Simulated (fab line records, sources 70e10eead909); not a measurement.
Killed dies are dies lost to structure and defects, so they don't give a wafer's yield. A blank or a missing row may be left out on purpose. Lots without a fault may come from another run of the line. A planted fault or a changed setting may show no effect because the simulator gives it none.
Chamber matching | flow nand_harc | NHARC_P_M2_ETCH_35 on rie_diel-10: 4 sister chambers
The step etches the open film in N2/H2, target depth 40 nm, overetch 12 nm, time 43.94 s. 36 wafers are shown with their chamber, then 12 later ones without.

WAFERS WITH THEIR CHAMBER
wafer  | chamber | rf_vpp_V (V) | throttle_valve_pct (%) | oes_product_au (a.u.)
L075.1 | 2       | 429.8        | 14.159                 | 1.003
L075.3 | 1       | 432.9        | 14.150                 | 0.998
L075.4 | 3       | 430.7        | 14.180                 | 0.997
L074.1 | 1       | 432.4        | 14.171                 | 0.994
L074.2 | 0       | 431.4        | 14.175                 | 1.011
L074.3 | 3       | 430.5        | 14.173                 | 0.991
L077.2 | 2       | 430.6        | 14.181                 | 0.991
L077.5 | 1       | 432.9        | 14.165                 | 0.995
L077.6 | 0       | 430.3        | 14.192                 | 0.992
L076.3 | 0       | 431.5        | 14.160                 | 0.997
L076.5 | 0       | 431.1        | 14.159                 | 0.995
L076.6 | 1       | 431.6        | 14.163                 | 0.995
L079.2 | 3       | 430.0        | 14.159                 | 0.997
L079.3 | 2       | 429.9        | 14.172                 | 1.006
L079.4 | 0       | 431.9        | 14.183                 | 1.001
L080.2 | 2       | 430.0        | 14.176                 | 1.001
L080.3 | 1       | 432.6        | 14.149                 | 1.002
L080.4 | 3       | 430.3        | 14.163                 | 0.994
L082.2 | 2       | 428.6        | 14.173                 | 1.000
L082.3 | 3       | 429.0        | 14.177                 | 0.992
L082.4 | 0       | 432.8        | 14.174                 | 1.002
L085.1 | 0       | 431.2        | 14.173                 | 0.986
L085.3 | 1       | 433.0        | 14.163                 | 0.991
L085.6 | 3       | 431.4        | 14.167                 | 0.996
L087.1 | 1       | 431.7        | 14.179                 | 0.991
L087.2 | 0       | 432.0        | 14.187                 | 0.996
L087.4 | 3       | 429.7        | 14.172                 | 0.995
L090.3 | 3       | 431.9        | 14.176                 | 0.993
L090.5 | 1       | 432.3        | 14.156                 | 0.990
L090.6 | 3       | 430.3        | 14.171                 | 0.996
L092.1 | 1       | 430.4        | 14.164                 | 1.011
L092.2 | 2       | 429.3        | 14.180                 | 1.004
L092.6 | 0       | 432.7        | 14.168                 | 1.003
L093.3 | 0       | 430.2        | 14.170                 | 0.999
L093.4 | 3       | 431.1        | 14.171                 | 0.999
L093.5 | 0       | 431.3        | 14.182                 | 1.004

SIGNATURES (means of the wafers above)
reading            | chamber 0 | chamber 1 | chamber 2 | chamber 3 | scatter within a chamber
rf_vpp_V           | 431.491   | 432.200   | 429.700   | 430.490   | 0.817
throttle_valve_pct | 14.17482  | 14.16222  | 14.17350  | 14.17090  | 0.00889
oes_product_au     | 0.99873   | 0.99633   | 1.00083   | 0.99500   | 0.00558
Rule: a wafer's distance from a chamber is the root of the sum, over the readings, of the square of ((its reading less the chamber's mean) divided by the reading's scatter). The wafer belongs to the nearest chamber; if the next one is less than 2 further off, it can't be placed. The scatter: the root of (the sum of the squares of (reading less its chamber's mean) over the shown wafers, divided by (wafers less chambers)).

WAFERS WITHOUT THEIR CHAMBER
wafer  | rf_vpp_V (V) | throttle_valve_pct (%) | oes_product_au (a.u.)
L094.3 | 430.6        | 14.177                 | 0.992
L094.4 | 432.1        | 14.182                 | 0.997
L094.6 | 431.3        | 14.187                 | 0.993
L095.1 | 428.8        | 14.173                 | 0.999
L095.4 | 430.8        | 14.167                 | 0.999
L095.6 | 430.9        | 14.181                 | 0.989
L097.1 | 431.6        | 14.185                 | 0.996
L097.3 | 429.9        | 14.178                 | 0.991
L097.4 | 431.5        | 14.171                 | 1.000
L096.1 | 430.9        | 14.170                 | 1.004
L096.3 | 430.3        | 14.173                 | 0.999
L096.4 | 430.9        | 14.156                 | 1.002

WHICH CHAMBER EACH WENT THROUGH
wafer  | from the rows above               | in truth
L094.3 | can't be placed: 3 or 0 or 2 or 1 | 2
L094.4 | can't be placed: 0 or 1 or 3      | 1
L094.6 | can't be placed: 0 or 3 or 2 or 1 | 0
L095.1 | can't be placed: 2 or 3           | 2
L095.4 | can't be placed: 3 or 0 or 2 or 1 | 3
L095.6 | can't be placed: 3 or 0 or 2 or 1 | 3
L097.1 | can't be placed: 0 or 3 or 1 or 2 | 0
L097.3 | can't be placed: 3 or 2 or 0      | 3
L097.4 | can't be placed: 0 or 1 or 3 or 2 | 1
L096.1 | can't be placed: 0 or 2 or 3 or 1 | 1
L096.3 | can't be placed: 3 or 2 or 0 or 1 | 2
L096.4 | can't be placed: 1 or 3 or 0 or 2 | 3
Placed correctly: 0 of 12. Can't be placed from these rows: 12 (the true chamber is among the candidates in 12). Placed wrongly: 0.
